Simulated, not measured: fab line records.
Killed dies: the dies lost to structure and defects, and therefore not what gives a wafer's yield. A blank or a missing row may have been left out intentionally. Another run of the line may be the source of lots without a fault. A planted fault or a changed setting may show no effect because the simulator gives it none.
Which tool was responsible?    flow n5_finfet    24 lots (72 wafers sampled), 1 step of a 1938-step route

== WHAT EACH GAUGE READ, for each wafer ==
N5_BEOL_M10_RS_MEAS_57: a four-point-probe measurement.
lot   measured      on             M10_RS (ohm/sq)
L075  day 10 14:41  film_metro-02  0.153 0.155 0.157
L074  day 10 15:50  film_metro-01  0.150 0.154 0.149
L077  day 10 20:49  film_metro-02  0.142 0.150 0.141
L078  day 10 23:14  film_metro-01  0.142 0.149 0.149
L079  day 11 06:13  film_metro-01  0.153 0.157 0.151
L076  day 11 11:17  film_metro-01  0.144 0.140 0.143
L081  day 11 14:12  film_metro-01  0.144 0.147 0.145
L080  day 11 16:06  film_metro-02  0.151 0.147 0.147
L082  day 12 03:56  film_metro-01  0.143 0.149 0.147
L083  day 12 07:43  film_metro-01  0.151 0.152 0.154
L084  day 12 17:52  film_metro-02  0.151 0.152 0.149
L085  day 13 01:32  film_metro-02  0.152 0.155 0.153
L087  day 13 02:55  film_metro-01  0.149 0.149 0.155
L088  day 13 11:13  film_metro-02  0.146 0.148 0.149
L086  day 13 15:22  film_metro-02  0.151 0.152 0.151
L089  day 13 23:40  film_metro-02  0.149 0.147 0.144
L090  day 14 06:40  film_metro-02  0.146 0.148 0.147
L091  day 14 07:20  film_metro-02  0.148 0.149 0.150
L093  day 14 16:25  film_metro-01  0.147 0.149 0.146
L092  day 15 00:45  film_metro-01  0.151 0.149 0.150
L095  day 15 06:55  film_metro-02  0.153 0.152 0.150
L094  day 15 09:35  film_metro-02  0.150 0.152 0.150
L096  day 15 14:38  film_metro-01  0.148 0.147 0.150
L097  day 15 19:53  film_metro-01  0.151 0.151 0.151

== EACH LOT AND THE TOOL THAT RAN IT (in order: tool; ch and the chambers of the sampled wafers; start) ==
No process step before these readings appears in the record.

== WHAT THE TOOLS THEMSELVES READ (means of the sampled wafers that have a number; where no wafer has one, the mark that the record gives instead) ==
The record holds no such reading with a usual standard deviation.

== THE ANSWER, worked out from the rows above alone ==
Rule: the lots themselves supply what counts as usual. Put in order of their means at a reading, lots are off if they are a third of the lots or fewer, leave a main group of 4 or more, and stand apart from it by a gap of 3 or more times the standard deviation of the main group's means; of several such gaps the widest counts. A main group is skipped when, at the precision printed for the reading in the tables above, its means are all equal. A lot without any number at a reading at which 4 lots or more have one is off too. Any other lot the step has rows for is counted as sound. The gauges are gone through in route order, then the tools' own readings, and for those a lot's mean is taken as printed above. The first step at which some lot is off is used, and at that step the reading that is off furthest; a lot without a number counts as furthest.
No lot is off on any of the readings shown, so nothing can be concluded from this.

== WHAT WAS PUT IN BY THE SIMULATOR ==
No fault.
